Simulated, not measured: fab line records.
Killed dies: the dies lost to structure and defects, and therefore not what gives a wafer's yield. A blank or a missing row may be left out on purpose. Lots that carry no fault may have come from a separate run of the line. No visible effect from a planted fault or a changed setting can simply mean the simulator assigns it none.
2 desks, one fault	flow nand harc	what lay behind the numbers comes last; until then each desk has only its own

AT THE METROLOGY DESK
Lot by lot, what the gauges showed, no matter which tool ran the lot: averages of those sampled wafers that carry a number. Any lot whose mean is over 4 standard deviations away from the usual mean is out of limits and marked OUT; that distance is given in the brackets.
Columns: A = cd nm at NHARC_A_BLC_CD_MEAS_19, usual 99.7 nm; B = cd nm at NHARC_A_M0_CD_MEAS_09, usual 80.3 nm
lot	first seen here	A	B
L757	day 22 01:36	96.8	80.5
L758	day 22 21:23	101.6	80.9
L759	day 23 03:47	100.2	80.1
L761	day 23 23:07	100.9	79.5
L762	day 24 15:07	101.8	80.5
L767	day 27 13:44	99.4	80.2
L772	day 28 16:16	101.0	81.3
L771	day 28 23:54	99.5	80.0
L775	day 30 14:26	100.6	80.1
L778	day 30 23:43	100.9	79.8
L780	day 31 15:51	98.8	79.2
L779	day 31 17:40	101.1	79.8
This desk's finding: nothing out of limits on any of the 12 lots.

THE DEFECT DESK
What the inspections along the route counted, lot by lot: means of the sampled wafers that have a number. Any lot whose mean is over 4 standard deviations away from the usual mean is out of limits and marked OUT; that distance is given in the brackets.
Columns: A = raw defect count at NHARC_A_M0_INSPECT_11, usual 82
lot	first seen here	A
L757	day 22 04:37	66
L758	day 23 00:25	107
L759	day 23 06:50	94
L761	day 24 02:08	108
L762	day 24 18:34	164
L767	day 27 16:38	442 (+9.0) OUT
L772	day 28 19:11	117
L771	day 29 02:47	461 (+9.5) OUT
L775	day 30 17:19	61
L778	day 31 02:52	43
L780	day 31 18:53	138
L779	day 31 20:43	19
This desk's finding: out of limits on L767, L771; first on L767, day 27 16:38 (raw defect count at NHARC_A_M0_INSPECT_11). L757, L758, L759, L761, L762, L772, L775, L778, L780, L779 stayed within limits.

ALL TOGETHER
The defect desk could have raised an alarm at day 27 16:38, on L767, L771.
From the metrology desk's view, nothing was out of limits.
The metrology desk has L767, L771 on record, within its limits.
On pecvd-02, each named lot ran NHARC_A_M0_DEP_00.

WHAT THE SIMULATOR PUT IN
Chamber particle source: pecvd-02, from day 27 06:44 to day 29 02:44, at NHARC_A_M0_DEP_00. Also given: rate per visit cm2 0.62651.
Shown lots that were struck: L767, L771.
Hours from the fault's start to each desk's first reading out of limits: the defect desk, 10.
